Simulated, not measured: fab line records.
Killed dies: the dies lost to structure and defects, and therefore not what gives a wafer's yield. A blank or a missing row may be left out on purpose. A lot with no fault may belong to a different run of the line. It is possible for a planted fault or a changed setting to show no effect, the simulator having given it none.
Chamber matching || flow nand harc || ald metal-03 running NHARC_A_CONTACT_ALD_18: 4 sister chambers
The step deposits TiN, target thk 3 nm, pulse time 1 s, ald cycles 150. 16 wafers are shown with their chamber, then 8 later ones without.

## WAFERS, EACH WITH ITS CHAMBER
{"wafer": "L077.1", "chamber": 1, "heater power outer w (W)": 710, "heater power w (W)": 1010, "precursor pulse height rel": 0.990}
{"wafer": "L077.4", "chamber": 2, "heater power outer w (W)": 668, "heater power w (W)": 1015, "precursor pulse height rel": 0.984}
{"wafer": "L077.6", "chamber": 0, "heater power outer w (W)": 535, "heater power w (W)": 893, "precursor pulse height rel": 1.027}
{"wafer": "L076.1", "chamber": 0, "heater power outer w (W)": 538, "heater power w (W)": 912, "precursor pulse height rel": 1.026}
{"wafer": "L076.2", "chamber": 2, "heater power outer w (W)": 697, "heater power w (W)": 1045, "precursor pulse height rel": 1.021}
{"wafer": "L076.6", "chamber": 0, "heater power outer w (W)": 542, "heater power w (W)": 898, "precursor pulse height rel": 1.002}
{"wafer": "L082.1", "chamber": 1, "heater power outer w (W)": 694, "heater power w (W)": 1044, "precursor pulse height rel": 1.029}
{"wafer": "L082.3", "chamber": 2, "heater power outer w (W)": 650, "heater power w (W)": 989, "precursor pulse height rel": 1.036}
{"wafer": "L082.4", "chamber": 3, "heater power outer w (W)": 661, "heater power w (W)": 1019, "precursor pulse height rel": 0.995}
{"wafer": "L084.3", "chamber": 1, "heater power outer w (W)": 732, "heater power w (W)": 1040, "precursor pulse height rel": 0.987}
{"wafer": "L084.4", "chamber": 0, "heater power outer w (W)": 502, "heater power w (W)": 830, "precursor pulse height rel": 1.019}
{"wafer": "L084.5", "chamber": 1, "heater power outer w (W)": 726, "heater power w (W)": 1025, "precursor pulse height rel": 0.996}
{"wafer": "L088.2", "chamber": 0, "heater power outer w (W)": 517, "heater power w (W)": 856, "precursor pulse height rel": 0.991}
{"wafer": "L088.3", "chamber": 2, "heater power outer w (W)": 656, "heater power w (W)": 968, "precursor pulse height rel": 1.020}
{"wafer": "L088.4", "chamber": 3, "heater power outer w (W)": 669, "heater power w (W)": 1027, "precursor pulse height rel": 0.998}
{"wafer": "L090.4", "chamber": 2, "heater power outer w (W)": 655, "heater power w (W)": 966, "precursor pulse height rel": 0.990}

SIGNATURES (averages over the wafers above)
{"reading": "heater power outer w", "chamber 0": 526.80, "chamber 1": 715.50, "chamber 2": 665.20, "chamber 3": 665.00, "scatter within a chamber": 17}
{"reading": "heater power w", "chamber 0": 877.80, "chamber 1": 1029.75, "chamber 2": 996.60, "chamber 3": 1023.00, "scatter within a chamber": 28.6}
{"reading": "precursor pulse height rel", "chamber 0": 1.01300, "chamber 1": 1.00050, "chamber 2": 1.01020, "chamber 3": 0.99650, "scatter within a chamber": 0.0185}
Rule: a wafer's distance from a chamber is the root of the sum, over the readings, of the square of ((its reading less the chamber's mean) divided by the reading's scatter). If the next closest chamber is less than 2 further off than the closest, the wafer can't be placed; otherwise it belongs to the closest. The scatter is the square root of a quotient: the sum, over the shown wafers, of each reading's squared deviation from its chamber's mean, divided by wafers minus chambers.

## WAFERS MISSING THEIR CHAMBER
{"wafer": "L090.5", "heater power outer w (W)": 506, "heater power w (W)": 869, "precursor pulse height rel": 1.014}
{"wafer": "L090.6", "heater power outer w (W)": 667, "heater power w (W)": 1005, "precursor pulse height rel": 0.972}
{"wafer": "L091.1", "heater power outer w (W)": 675, "heater power w (W)": 956, "precursor pulse height rel": 1.008}
{"wafer": "L091.3", "heater power outer w (W)": 510, "heater power w (W)": 819, "precursor pulse height rel": 1.001}
{"wafer": "L091.5", "heater power outer w (W)": 648, "heater power w (W)": 986, "precursor pulse height rel": 1.007}
{"wafer": "L093.2", "heater power outer w (W)": 646, "heater power w (W)": 955, "precursor pulse height rel": 1.004}
{"wafer": "L093.4", "heater power outer w (W)": 522, "heater power w (W)": 837, "precursor pulse height rel": 1.012}
{"wafer": "L093.5", "heater power outer w (W)": 680, "heater power w (W)": 970, "precursor pulse height rel": 0.998}

## CHAMBER TAKEN BY EACH
{"wafer": "L090.5", "from the rows above": 0, "in truth": 0}
{"wafer": "L090.6", "from the rows above": "can't be placed: 3 or 2 or 1", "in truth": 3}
{"wafer": "L091.1", "from the rows above": "can't be placed: 2 or 3 or 1", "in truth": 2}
{"wafer": "L091.3", "from the rows above": 0, "in truth": 0}
{"wafer": "L091.5", "from the rows above": "can't be placed: 2 or 3", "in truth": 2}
{"wafer": "L093.2", "from the rows above": "can't be placed: 2 or 3", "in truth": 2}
{"wafer": "L093.4", "from the rows above": 0, "in truth": 0}
{"wafer": "L093.5", "from the rows above": "can't be placed: 2 or 3 or 1", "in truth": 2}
3 of 8 placed correctly. These rows do not allow placing 5 (true chamber among the candidates in 5). Placed wrongly: 0.
